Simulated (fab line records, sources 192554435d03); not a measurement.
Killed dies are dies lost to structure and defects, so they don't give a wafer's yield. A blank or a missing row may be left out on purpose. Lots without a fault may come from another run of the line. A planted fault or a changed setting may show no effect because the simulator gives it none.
Chamber matching | flow n5_finfet | N5_HKMG_FIN_ALD_75 on ald_hk-03: 4 sister chambers
The step deposits Al2O3, target thk 1 nm, co reactant pulse time 1 s. 8 wafers are shown with their chamber, then 8 later ones without.

WAFERS WITH THEIR CHAMBER
wafer  | chamber | heater_power_w (W) | precursor_pulse_height_rel
L079.6 | 3       | 148                | 1.012
L085.3 | 0       | 153                | 1.013
L088.2 | 0       | 152                | 0.946
L088.3 | 2       | 165                | 1.021
L088.4 | 3       | 149                | 1.004
L088.5 | 1       | 133                | 1.003
L088.6 | 2       | 167                | 1.001
L092.1 | 1       | 132                | 1.004

WAFERS WITHOUT THEIR CHAMBER
wafer  | heater_power_w (W) | precursor_pulse_height_rel
L092.2 | 168                | 0.991
L092.3 | 153                | 1.006
L095.1 | 164                | 0.994
L095.5 | 166                | 1.018
L095.6 | 132                | 1.007
L096.3 | 132                | 0.991
L096.4 | 150                | 1.026
L096.5 | 131                | 0.990

WHICH CHAMBER EACH WENT THROUGH
wafer  | from the rows above     | in truth
L092.2 | 2                       | 2
L092.3 | 0                       | 0
L095.1 | 2                       | 2
L095.5 | 2                       | 2
L095.6 | 1                       | 1
L096.3 | 1                       | 1
L096.4 | can't be placed: 3 or 0 | 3
L096.5 | 1                       | 1
Placed correctly: 7 of 8. Can't be placed from these rows: 1 (the true chamber is among the candidates in 1). Placed wrongly: 0.
How it was worked out, from the rows above alone: a wafer's distance from a chamber is the root of the sum, over the readings, of the square of ((its reading less the chamber's mean) divided by the reading's scatter). The wafer belongs to the nearest chamber; if the next one is less than 2 further off, it can't be placed. A chamber's mean is the mean of its shown wafers. The scatter: the root of (the sum of the squares of (reading less its chamber's mean) over the shown wafers, divided by (wafers less chambers)).
